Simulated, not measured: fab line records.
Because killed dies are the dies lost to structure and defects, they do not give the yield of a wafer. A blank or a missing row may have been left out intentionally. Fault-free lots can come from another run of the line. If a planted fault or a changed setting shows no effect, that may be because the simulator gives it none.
fab line records	flow nand_harc
[record] lots = 11	wafers = 33	last_day = 33
route steps=1302 shown A_BLC@1130 A_M0@1145 END@1302
lots with no fault: from the same line, run without faults
start_h: hours from the record's first day to the start of the lot's first wafer shown	wait_h: hours from the lot's prior step to this one	" same as the row above	L1.1+2: a single row standing in for several wafers	- either no value or no given start	* or withheld: withheld	< > ~ a bound
route shown NAME@n: a module of which the file shows steps, and the number in the route of the first	usual: mean and standard deviation over wafers with no fault	same: alike in all rows	chamber/n: place in a boat	sites: readings site by site	_std_site: their standard deviation	_edge_site: the outer-site mean with the inner-site mean subtracted	radius_mm: how far each site lies from the wafer's centre	mask NAME#n: copy n	behind: the most recent tool/chamber to have shaped the wafer	hold: the reason the lot was held/the length of the hold in hours/how it ended	device: the transistor (n, p or np) that didn't switch	end of line: the route-end tests of the same wafers	step lacking rows: just its recipe	killed: at the first sort, the dies lost to defects and structure; wafer yield is something else	map: a wafer's dies, marking killed ones x, the rest . and places with no die _
set.NAME: the setting the step ran with; set.NAME@STEP: the setting that earlier step ran with	model.NAME: the simulator's own value behind a step, which no gauge read
one table for each step of the route and one row for each wafer, over a sample of lots
services: when a tool's chamber went out of use (start_h, in hours from the record's first day, below 0 if earlier), for how many hours, and the reason
[[steps]]
[step NHARC_A_BLC_PVD_32]
[recipe] target_thk_a = 50	chamber_pressure_pa = 5	power_w = 5000	substrate_temp_c = 200	time_s = 17.7	material = Ti
[usual] throttle_valve_pct = 29.7/0.74
lot.wafer	tool	chamber	start_h	wait_h	throttle_valve_pct
L601.1	pvd_sputter-01	-	-	-	29.8
L601.3	"	-	"	"	30.9
L601.6	"	-	"	"	29.3
L606.1	pvd_sputter-02	-	-	-	28.8
L606.2	"	-	"	"	30.4
L606.6	"	-	"	"	30.1
L611.4	pvd_sputter-03	-	-	-	28.6
L611.3	"	-	"	"	29.5
L611.5	"	-	"	"	30.9
L610.4	pvd_sputter-02	-	-	-	30.1
L610.2	"	-	"	"	30.2
L610.6	"	-	"	"	30.2
L613.4	pvd_sputter-01	-	-	-	29.5
L613.2	"	-	"	"	29.4
L613.3	"	-	"	"	28.7
L616.4	pvd_sputter-02	-	-	-	30.6
L616.6	"	-	"	"	30.5
L616.5	"	-	"	"	28.9
L619.4	pvd_sputter-01	-	-	-	30.2
L619.3	"	-	"	"	28.5
L619.5	"	-	"	"	28.8
L620.3	pvd_sputter-01	-	-	-	28.4
L620.2	"	-	"	"	29.1
L620.1	"	-	"	"	30.2
L622.3	pvd_sputter-03	-	-	-	29.1
L622.5	"	-	"	"	29.0
L622.6	"	-	"	"	29.6
L624.3	pvd_sputter-01	-	-	-	28.9
L624.5	"	-	"	"	30.3
L624.6	"	-	"	"	28.9
L623.2	pvd_sputter-03	-	-	-	29.8
L623.3	"	-	"	"	29.8
L623.6	"	-	"	"	29.0
[step NHARC_A_M0_PEB_07]
[recipe] peb_temp_c = 100	peb_time_s = 65
[usual] chill_plate_temp_C = 22.97/0.1	heater_power_total_W = 156.6/0.42	plate_temp_C = 99.99/0.11
lot.wafer	tool	chamber	start_h	wait_h	chill_plate_temp_C	heater_power_total_W	plate_temp_C
L601.1	litho_track-01	0	523.35	0.1	22.89	157.0	99.94
L601.3	"	0	"	"	22.90	155.9	100.05
L601.6	"	0	"	"	22.99	156.3	99.89
L606.1	litho_track-04	0	585.53	0.1	23.09	156.9	99.92
L606.2	"	0	"	"	23.14	156.0	100.13
L606.6	"	0	"	"	22.94	156.3	100.27
L611.3	litho_track-06	0	619.99	0.0	22.94	156.4	99.92
L611.4	"	0	"	"	23.01	156.6	99.91
L611.5	"	0	"	"	23.05	156.5	99.84
L610.2	litho_track-04	0	625.26	0.1	22.97	153.4	98.65
L610.4	"	0	"	"	22.99	154.1	98.54
L610.6	"	0	"	"	22.98	153.4	98.66
L613.2	litho_track-04	0	641.25	0.1	23.01	153.3	98.59
L613.3	"	0	"	"	22.79	153.3	98.74
L613.4	"	0	"	"	22.85	153.1	98.76
L616.4	litho_track-06	0	680.06	0.0	23.01	157.1	100.01
L616.5	"	0	"	"	23.08	156.6	99.92
L616.6	"	0	"	"	22.92	156.0	99.81
L619.3	litho_track-01	0	707.67	0.0	23.11	156.5	99.83
L619.4	"	0	"	"	23.06	157.2	99.93
L619.5	"	0	"	"	23.11	156.8	99.87
L620.1	litho_track-04	0	714.47	0.1	23.00	156.7	99.94
L620.2	"	0	"	"	23.05	156.4	99.95
L620.3	"	0	"	"	22.89	156.4	100.11
L622.3	litho_track-06	0	738.76	0.0	22.77	157.1	100.13
L622.5	"	0	"	"	22.93	156.8	99.97
L622.6	"	0	"	"	22.84	156.0	99.98
L624.3	litho_track-06	0	759.36	0.0	22.98	156.0	99.82
L624.5	"	0	"	"	22.85	155.9	99.87
L624.6	"	0	"	"	22.91	156.0	100.01
L623.2	litho_track-04	0	760.37	0.1	22.76	156.6	100.08
L623.3	"	0	"	"	22.92	157.2	99.93
L623.6	"	0	"	"	22.87	156.3	99.90
[step NHARC_A_M0_CD_MEAS_09]
[recipe] target_cd_nm = 80	landing_energy_ev = 500
[usual] cd_nm = 80.2/0.55
lot.wafer	tool	chamber	start_h	wait_h	hold	cd_nm
L601.1	cd_sem-01	0	523.43	-	-	80.8
L601.3	"	0	"	"	-	80.2
L601.6	"	0	"	"	-	79.6
L606.1	cd_sem-03	0	585.61	-	-	80.1
L606.2	"	0	"	"	-	80.0
L606.6	"	0	"	"	-	79.9
L611.3	cd_sem-01	0	620.07	-	-	79.6
L611.4	"	0	"	"	-	80.3
L611.5	"	0	"	"	-	80.4
L610.2	cd_sem-03	0	625.34	-	await_dispo/0.2h/release	74.8
L610.4	"	0	"	"	await_dispo/0.2h/release	75.3
L610.6	"	0	"	"	await_dispo/0.2h/release	74.2
L610.2	cd_sem-03	0	-	-	-	75.1
L610.4	"	0	"	"	-	75.4
L610.6	"	0	"	"	-	74.0
L613.2	cd_sem-03	0	641.33	-	await_dispo/0.2h/release	75.9
L613.3	"	0	"	"	await_dispo/0.2h/release	76.0
L613.4	"	0	"	"	await_dispo/0.2h/release	75.7
L613.2	cd_sem-03	0	-	-	-	76.0
L613.3	"	0	"	"	-	76.2
L613.4	"	0	"	"	-	75.8
L616.4	cd_sem-02	0	680.14	-	-	80.8
L616.5	"	0	"	"	-	80.3
L616.6	"	0	"	"	-	79.5
L619.3	cd_sem-03	0	707.75	-	-	79.7
L619.4	"	0	"	"	-	80.1
L619.5	"	0	"	"	-	79.8
L620.1	cd_sem-03	0	714.55	-	-	79.7
L620.2	"	0	"	"	-	80.1
L620.3	"	0	"	"	-	80.0
L622.3	cd_sem-01	0	738.84	-	-	79.3
L622.5	"	0	"	"	-	79.5
L622.6	"	0	"	"	-	80.3
L624.3	cd_sem-02	0	759.44	-	-	80.2
L624.5	"	0	"	"	-	80.1
L624.6	"	0	"	"	-	79.8
L623.2	cd_sem-01	0	760.45	-	-	80.6
L623.3	"	0	"	"	-	80.9
L623.6	"	0	"	"	-	81.2
[step NHARC_A_M0_ETCH_34]
[recipe] target_depth_a = 400	overetch_a = 120	time_s = 43.94	ion_energy_ev = 200	n2_flow_sccm = 150	h2_flow_sccm = 150	ar_flow_sccm = 0	rf_w = 400	bias_w = 150	chemistry = N2/H2
[usual] bias_w = 149.9/0.4	drypump_motor_current_A = 5.7/0.5	n2_flow_sccm = 150.0/0.46	oes_product_au = 1.000/0.0087	rf_fwd_power_W = 395.0/1.9	rf_vpp_V = 430.0/3	showerhead_plenum_p_Torr = 2.02/0.11	throttle_valve_pct = 14.171/0.0083
lot.wafer	tool	chamber	start_h	wait_h	bias_w	drypump_motor_current_A	n2_flow_sccm	oes_product_au	rf_fwd_power_W	rf_hours_counter_h	rf_vpp_V	showerhead_plenum_p_Torr	throttle_valve_pct
L601.1	rie_diel-05	3	523.71	0.1	150.7	6.0	149.7	0.998	396.8	6.1	425.3	1.89	14.164
L601.3	"	0	"	"	149.8	5.1	149.6	1.002	397.8	7.4	434.9	2.16	14.170
L601.6	"	2	"	"	150.2	5.8	150.0	1.004	394.7	-	433.4	2.16	14.170
L606.1	rie_diel-01	2	585.89	0.1	149.3	6.2	150.3	1.009	397.2	0.2	427.8	1.94	14.175
L606.2	"	3	"	"	150.0	5.1	149.8	1.001	395.8	0.4	432.5	2.12	14.177
L606.6	"	1	"	"	149.9	5.3	149.3	1.006	393.7	-	432.6	2.12	14.188
L611.3	rie_diel-01	2	620.37	0.1	150.5	6.2	149.7	1.010	401.5	1.8	427.2	1.94	14.164
L611.4	"	3	"	"	149.1	5.1	150.1	1.011	394.9	-	433.5	2.12	14.161
L611.5	"	2	"	"	150.3	6.2	149.6	1.012	398.2	-	427.9	1.93	14.164
L610.4	rie_diel-05	0	629.38	0.1	149.5	5.2	150.1	1.009	394.5	2.2	433.8	2.16	14.179
L610.2	"	3	"	"	149.9	6.0	150.5	0.993	394.9	1.8	427.0	1.89	14.164
L610.6	"	1	"	"	150.0	5.5	150.3	1.002	397.3	-	431.0	2.05	14.161
L613.2	rie_diel-01	0	646.39	0.1	150.6	4.9	149.5	0.988	394.4	2.5	433.3	2.19	14.182
L613.4	"	1	"	"	149.5	5.2	150.0	1.006	393.6	4.2	432.5	2.12	14.170
L613.3	"	2	"	"	149.5	6.2	150.7	0.994	397.0	3.5	427.2	1.93	14.168
L616.4	rie_diel-01	0	680.42	0.1	149.8	5.0	149.6	0.994	394.5	4.4	434.1	2.19	14.166
L616.6	"	2	"	"	149.9	6.2	150.5	1.009	399.2	-	427.3	1.93	14.160
L616.5	"	3	"	"	149.6	5.2	150.0	0.993	394.7	-	431.6	2.12	14.170
L619.4	rie_diel-03	2	708.02	0.1	150.2	5.6	150.0	1.004	393.6	2.3	427.2	1.91	14.174
L619.3	"	0	"	"	149.5	6.3	149.9	1.003	390.8	3.9	427.8	1.91	14.165
L619.5	"	3	"	"	149.7	5.3	150.1	1.007	394.8	-	427.8	1.98	14.164
L620.1	rie_diel-01	0	714.82	0.1	149.7	5.0	149.4	1.011	394.2	7.1	435.1	2.19	14.166
L620.2	"	1	"	"	149.3	5.3	150.4	1.006	395.3	7.7	432.0	2.12	14.179
L620.3	"	2	"	"	149.8	6.2	150.6	1.009	395.7	6.9	428.5	1.93	14.171
L622.3	rie_diel-03	0	739.12	0.1	150.0	6.3	149.8	1.010	392.0	5.7	426.6	1.91	14.172
L622.5	"	0	"	"	150.0	6.3	149.8	1.021	393.9	-	427.3	1.91	14.161
L622.6	"	2	"	"	150.2	5.6	149.6	1.005	393.5	-	427.6	1.91	14.172
L624.3	rie_diel-05	1	759.71	0.1	150.1	5.4	150.3	0.987	397.2	7.5	431.1	2.05	14.185
L624.5	"	1	"	"	150.0	5.4	150.2	0.987	397.1	-	431.3	2.05	14.168
L624.6	"	2	"	"	149.2	5.8	149.5	0.994	394.9	-	433.6	2.16	14.171
L623.3	rie_diel-01	2	760.73	0.1	149.7	6.2	150.8	1.005	398.8	0.4	428.5	1.93	14.157
L623.2	"	1	"	"	150.0	5.2	150.1	1.016	394.3	0.4	433.0	2.12	14.189
L623.6	"	3	"	"	150.3	5.2	150.3	1.002	394.2	-	433.1	2.12	14.179
[step NHARC_A_M0_THK_MEAS_24]
[recipe] thk_meas_gauge = xrf
[usual] thk_nm = 113.5/1.4
lot.wafer	tool	chamber	start_h	wait_h	thk_nm
L601.1	film_metro-02	-	525.93	-	112.9
L601.3	"	-	"	"	113.1
L601.6	"	-	"	"	112.7
L606.1	film_metro-01	-	588.13	-	111.7
L606.2	"	-	"	"	111.9
L606.6	"	-	"	"	111.8
L611.3	film_metro-02	-	622.61	-	115.7
L611.4	"	-	"	"	114.3
L611.5	"	-	"	"	114.0
L610.2	film_metro-02	-	635.62	-	114.3
L610.4	"	-	"	"	113.8
L610.6	"	-	"	"	116.9
L613.2	film_metro-02	-	650.44	-	114.1
L613.3	"	-	"	"	114.1
L613.4	"	-	"	"	115.9
L616.4	film_metro-01	-	682.64	-	112.8
L616.5	"	-	"	"	111.7
L616.6	"	-	"	"	114.1
L619.3	film_metro-01	-	710.31	-	115.5
L619.4	"	-	"	"	113.9
L619.5	"	-	"	"	114.3
L620.1	film_metro-02	-	717.15	-	112.0
L620.2	"	-	"	"	113.5
L620.3	"	-	"	"	114.2
L622.3	film_metro-01	-	741.42	-	112.4
L622.5	"	-	"	"	113.4
L622.6	"	-	"	"	116.8
L624.3	film_metro-02	-	762.05	-	113.4
L624.5	"	-	"	"	115.3
L624.6	"	-	"	"	113.4
L623.2	film_metro-01	-	762.97	-	113.6
L623.3	"	-	"	"	113.7
L623.6	"	-	"	"	115.0
[step NHARC_END_SORT_01]
[recipe] temp_c = 25
[usual] defect_limited_yield = 92/3	killed_at_array = 52/20	killed_at_other = 1.0/1.3	killed_at_periphery = 3.7/2.2	killed_dies = 57/20	killed_open = 3.2/1.6	killed_short = 2.4/1.6	sort_bin_2_pct = 2.9/1.4	sort_bin_3_pct = 0.6/0.41	sort_bin_4_pct = 4.8/1.5	sort_n_pass = 620/20	sort_rim_yield_pct = 93/3.5	sort_yield_pct = 92/3
[same] gross_dies = 677	sort_bin_5_pct[%] = 0	sort_bin_6_pct[%] = 0	sort_bin_7_pct[%] = 0	sort_bin_8_pct[%] = 0	sort_rim_n_gross = 106.00
lot.wafer	tool	chamber	start_h	wait_h	defect_limited_yield[%]	killed_at_array	killed_at_other	killed_at_periphery	killed_dies	killed_open	killed_short	sort_bin_2_pct[%]	sort_bin_3_pct[%]	sort_bin_4_pct[%]	sort_n_pass	sort_rim_yield_pct[%]	sort_yield_pct[%]
L611.3	prober-01	0	657.80	3.1	86	84	0	8	92	3	0	5.3	0.4	7.8	585	92	86
L611.4	prober-01	0	658.60	3.4	86	90	0	8	98	6	3	6.4	0.6	7.5	579	83	86
L611.5	prober-01	0	659.41	3.7	85	94	0	9	103	3	2	5.3	1.6	8.3	574	89	85
L613.2	prober-02	0	694.59	2.8	95	31	1	5	37	3	2	1.3	0.4	3.7	640	97	95
L613.3	prober-02	0	695.38	3.1	95	29	0	2	31	9	0	1.5	0.3	2.8	646	91	95
L613.4	prober-02	0	696.18	3.4	95	29	1	3	33	5	0	1.2	0.3	3.4	644	94	95
L610.2	prober-01	0	695.84	2.8	87	90	0	1	91	5	4	5.9	0.6	6.9	586	88	87
L610.4	prober-01	0	697.42	3.4	88	72	2	4	78	3	5	3.1	1.6	6.8	599	92	88
L610.6	prober-01	0	699.00	3.9	88	74	3	2	79	1	4	4.7	1.0	5.9	598	88	88
L616.4	prober-01	0	721.54	3.4	90	65	2	2	69	2	1	4.3	1.3	4.6	608	90	90
L616.5	prober-01	0	722.34	3.7	90	66	0	2	68	1	4	3.4	0.6	6.1	609	91	90
L616.6	prober-01	0	723.14	4.0	91	55	2	5	62	3	2	3.0	0.3	5.9	615	92	91
L619.3	prober-02	0	748.90	3.0	91	59	1	2	62	4	2	3.1	0.3	5.8	615	97	91
L619.4	prober-02	0	749.69	3.3	92	53	1	3	57	2	0	3.4	0.6	4.4	620	94	92
L619.5	prober-02	0	750.48	3.6	90	64	2	5	71	5	0	2.2	0.6	7.7	606	98	90
L620.1	prober-01	0	761.57	2.5	88	73	0	6	79	3	3	4.0	1.0	6.6	598	90	88
L620.2	prober-01	0	762.38	2.8	88	78	0	2	80	2	6	5.0	1.5	5.3	597	94	88
L620.3	prober-01	0	763.18	3.1	87	81	0	4	85	3	6	5.0	1.0	6.5	592	96	87
L624.3	prober-02	0	800.77	3.1	92	51	1	1	53	3	3	2.7	0.4	4.7	624	93	92
L624.5	prober-02	0	802.38	3.7	94	36	0	2	38	1	3	1.9	0.1	3.5	639	95	94
L624.6	prober-02	0	803.19	4.0	94	42	0	0	42	2	4	1.8	0.1	4.3	635	94	94
// killed by level:class
L611.3 A_SLIT:chamber_film_flake=35 A_CHANNEL_HOLE_D1:chamber_film_flake=26 A_CHANNEL_HOLE_D2:chamber_film_flake=13 P_CONTACT:chamber_film_flake=6 A_STAIRCASE:chamber_film_flake=4 A_ZERO_WELL:chamber_film_flake=2 P_M0:geometric_particle:open=1 A_SGD_CUT:geometric_particle:open=1
L611.4 A_SLIT:chamber_film_flake=32 A_CHANNEL_HOLE_D1:chamber_film_flake=29 A_CHANNEL_HOLE_D2:chamber_film_flake=13 P_CONTACT:chamber_film_flake=5 A_STAIRCASE:chamber_film_flake=4 A_CHANNEL_FILL_D1:geometric_particle:open=3 P_ZERO_WELL:chamber_film_flake=2 A_ONON_D1:geometric_particle:open=1
L611.5 A_SLIT:chamber_film_flake=34 A_CHANNEL_HOLE_D1:chamber_film_flake=27 A_CHANNEL_HOLE_D2:chamber_film_flake=20 P_CONTACT:chamber_film_flake=5 P_ZERO_WELL:chamber_film_flake=3 A_STAIRCASE:chamber_film_flake=3 A_ZERO_WELL:chamber_film_flake=2 A_CHANNEL_FILL_D1:geometric_particle:open=1
L613.2 A_CHANNEL_HOLE_D1:chamber_film_flake=8 A_CONTACT:chamber_film_flake=7 A_STAIRCASE:chamber_film_flake=6 P_GATE:chamber_film_flake=2 A_SLIT:chamber_film_flake=2 A_ONON_D1:geometric_particle:open=1 A_ONON_D2:geometric_particle:open=1 A_CHANNEL_FILL_D2:geometric_particle:short=1
L613.3 A_STAIRCASE:chamber_film_flake=8 A_CONTACT:chamber_film_flake=4 A_CHANNEL_HOLE_D1:chamber_film_flake=3 A_SLIT:chamber_film_flake=3 A_ONON_D1:geometric_particle:open=2 A_M0:geometric_particle:open=2 P_GATE:geometric_particle:open=1 A_DECK1_JOINT:geometric_particle:open=1
L610.2 A_CHANNEL_HOLE_D1:chamber_film_flake=33 A_SLIT:chamber_film_flake=31 A_CHANNEL_HOLE_D2:chamber_film_flake=11 A_STAIRCASE:chamber_film_flake=2 A_WL_FILL:chamber_film_flake=2 A_ONON_D1:geometric_particle:open=1 A_CHANNEL_FILL_D1:geometric_particle:open=1 A_DECK1_JOINT:geometric_particle:short=1
L613.4 A_STAIRCASE:chamber_film_flake=8 A_CHANNEL_HOLE_D1:chamber_film_flake=6 A_CONTACT:chamber_film_flake=5 P_STI:chamber_film_flake=2 A_SLIT:chamber_film_flake=2 A_SLIT:geometric_particle:open=1 A_WL_FILL:geometric_particle:open=1 A_CONTACT:geometric_particle:open=1
L610.4 A_CHANNEL_HOLE_D1:chamber_film_flake=26 A_SLIT:chamber_film_flake=23 A_CHANNEL_HOLE_D2:chamber_film_flake=12 A_ONON_D2:geometric_particle:short=2 P_ZERO_WELL:chamber_film_flake=2 P_M0:geometric_particle:open=1 A_CHANNEL_HOLE_D1:geometric_particle:open=1 A_CHANNEL_FILL_D1:geometric_particle:short=1
L610.6 A_CHANNEL_HOLE_D1:chamber_film_flake=32 A_SLIT:chamber_film_flake=28 A_CHANNEL_HOLE_D2:chamber_film_flake=7 THIN_TSV:chamber_film_flake=3 A_CHANNEL_FILL_D2:geometric_particle:short=2 P_M2:geometric_particle:open=1 A_CHANNEL_FILL_D1:geometric_particle:short=1 A_DECK1_JOINT:geometric_particle:short=1
L616.4 A_CHANNEL_HOLE_D1:chamber_film_flake=26 A_CHANNEL_HOLE_D2:chamber_film_flake=22 A_CONTACT:chamber_film_flake=7 A_STAIRCASE:chamber_film_flake=3 A_SLIT:chamber_film_flake=3 THIN_TSV:chamber_film_flake=2 A_CHANNEL_HOLE_D1:geometric_particle:short=1 A_ONON_D2:geometric_particle:open=1
L616.5 A_CHANNEL_HOLE_D1:chamber_film_flake=23 A_CHANNEL_HOLE_D2:chamber_film_flake=18 A_CONTACT:chamber_film_flake=11 A_STAIRCASE:chamber_film_flake=6 P_STI:chamber_film_flake=2 A_SLIT:chamber_film_flake=2 A_ONON_D1:geometric_particle:short=1 A_DECK1_JOINT:geometric_particle:short=1
L616.6 A_CHANNEL_HOLE_D1:chamber_film_flake=25 A_CHANNEL_HOLE_D2:chamber_film_flake=19 A_CONTACT:chamber_film_flake=6 P_ZERO_WELL:chamber_film_flake=2 THIN_TSV:chamber_film_flake=2 P_CONTACT:geometric_particle:short=1 P_CONTACT:geometric_particle:open=1 A_CHANNEL_FILL_D1:geometric_particle:open=1
L619.3 A_CHANNEL_HOLE_D2:chamber_film_flake=29 A_CHANNEL_HOLE_D1:chamber_film_flake=6 A_SLIT:chamber_film_flake=6 A_CONTACT:chamber_film_flake=5 A_CHANNEL_FILL_D1:chamber_film_flake=4 A_ZERO_WELL:chamber_film_flake=2 A_M1:chamber_film_flake=2 P_STI:geometric_particle:open=1
L619.4 A_CHANNEL_HOLE_D2:chamber_film_flake=21 A_CHANNEL_HOLE_D1:chamber_film_flake=10 A_SLIT:chamber_film_flake=4 A_CONTACT:chamber_film_flake=4 A_STAIRCASE:chamber_film_flake=3 A_M1:chamber_film_flake=3 P_ZERO_WELL:chamber_film_flake=2 A_ZERO_WELL:chamber_film_flake=2
L619.5 A_CHANNEL_HOLE_D2:chamber_film_flake=27 A_CHANNEL_HOLE_D1:chamber_film_flake=8 A_CONTACT:chamber_film_flake=8 A_SLIT:chamber_film_flake=6 A_ZERO_WELL:chamber_film_flake=4 P_GATE:chamber_film_flake=3 A_CHANNEL_FILL_D1:chamber_film_flake=2 A_DECK1_JOINT:chamber_film_flake=2
L620.1 A_SLIT:chamber_film_flake=35 A_CHANNEL_HOLE_D1:chamber_film_flake=22 A_CONTACT:chamber_film_flake=6 P_GATE:chamber_film_flake=4 A_STAIRCASE:chamber_film_flake=3 P_GATE:geometric_particle:open=1 P_M0:geometric_particle:open=1 A_DECK1_JOINT:geometric_particle:short=1
L620.2 A_SLIT:chamber_film_flake=32 A_CHANNEL_HOLE_D1:chamber_film_flake=30 A_CONTACT:chamber_film_flake=5 A_STAIRCASE:chamber_film_flake=2 P_GATE:geometric_particle:short=1 A_ONON_D1:geometric_particle:short=1 A_CHANNEL_HOLE_D1:geometric_particle:open=1 A_CHANNEL_HOLE_D1:geometric_particle:short=1
L620.3 A_SLIT:chamber_film_flake=33 A_CHANNEL_HOLE_D1:chamber_film_flake=26 A_CONTACT:chamber_film_flake=9 A_STAIRCASE:chamber_film_flake=3 A_ONON_D1:geometric_particle:short=2 A_CHANNEL_FILL_D1:geometric_particle:short=2 P_GATE:chamber_film_flake=2 A_CHANNEL_FILL_D1:chamber_film_flake=2
L624.3 A_CHANNEL_HOLE_D1:chamber_film_flake=24 A_SLIT:chamber_film_flake=10 A_STAIRCASE:chamber_film_flake=5 A_CHANNEL_HOLE_D2:chamber_film_flake=4 A_WL_FILL:chamber_film_flake=2 P_M1:geometric_particle:short=1 A_CHANNEL_HOLE_D1:geometric_particle:open=1 A_ONON_D2:geometric_particle:short=1
L624.5 A_CHANNEL_HOLE_D1:chamber_film_flake=21 A_SLIT:chamber_film_flake=7 A_CONTACT:chamber_film_flake=4 A_CHANNEL_FILL_D2:geometric_particle:short=2 P_CONTACT:geometric_particle:short=1 A_CHANNEL_FILL_D1:geometric_particle:open=1 P_STI:chamber_film_flake=1 A_STAIRCASE:chamber_film_flake=1
L624.6 A_CHANNEL_HOLE_D1:chamber_film_flake=19 A_SLIT:chamber_film_flake=8 A_STAIRCASE:chamber_film_flake=4 A_ONON_D1:geometric_particle:short=2 A_CHANNEL_HOLE_D2:chamber_film_flake=2 A_SOURCE_PLATE:geometric_particle:short=1 A_ONON_D2:geometric_particle:open=1 A_CHANNEL_FILL_D2:geometric_particle:open=1
[[services]]
tool	chamber	start_h	hours	kind
pvd_sputter-02	-	505.00	23.0	repair
pvd_sputter-03	-	526.01	10.0	pm
litho_track-06	-	529.00	7.0	pm
pvd_sputter-02	-	540.03	2.4	repair
rie_diel-05	1	547.94	10.0	repair
litho_track-04	-	553.00	7.0	pm
pvd_sputter-01	-	553.21	1.1	repair
rie_diel-01	-	557.80	9.0	pm
pvd_sputter-03	-	578.29	5.6	repair
rie_diel-01	2	579.17	3.6	repair
pvd_sputter-01	-	582.00	10.0	pm
rie_diel-05	-	583.60	9.0	pm
rie_diel-01	2	595.63	17.7	repair
rie_diel-01	0	613.70	25.0	repair
pvd_sputter-03	-	622.00	1.2	repair
rie_diel-01	1	622.77	9.1	repair
pvd_sputter-02	-	626.80	3.5	repair
pvd_sputter-01	-	634.66	4.1	repair
pvd_sputter-02	-	658.26	10.0	pm
litho_track-06	-	704.00	7.0	pm
litho_track-04	-	728.00	7.0	pm
rie_diel-01	-	734.80	9.0	pm
pvd_sputter-01	-	741.89	9.3	repair
pvd_sputter-01	-	760.00	10.0	pm
[[key]]
[first_sign] step = NHARC_A_M0_PEB_07	reading = plate_temp_C	direction = down	sigmas = 12	usual = *	struck = *
[effect] step = NHARC_A_M0_PEB_07	reading = heater_power_total_W	direction = down	sigmas = 7.7	usual = *	struck = *
[effect] step = NHARC_A_M0_CD_MEAS_09	reading = visit	direction = added	through = control_loop
[effect] step = NHARC_A_M0_CD_MEAS_09	reading = cd_nm	direction = down	sigmas = 8.9	usual = 80.2	struck = 75.3	through = control_loop
met_at NHARC_A_M0_PEB_07
struck_lots L610,L613
[loop_trim] step = NHARC_A_M0_EXPOSE_06	setting = dose	lots = L613
not_acting_at NHARC_A_BLC_PVD_32,NHARC_A_M0_ETCH_34,NHARC_A_M0_THK_MEAS_24
onset_between 585.53 625.26
[fault] kind = process_parameter_drift	tool = litho_track-04	chamber = -	onset_h = 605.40	steps = NHARC_A_M0_PEB_07	channel = peb_temp_c	offset = *	shape = step	end_h = 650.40	acts_in = *	stated = *
// loop_trim: a control loop set the setting to another value than it would have without faults
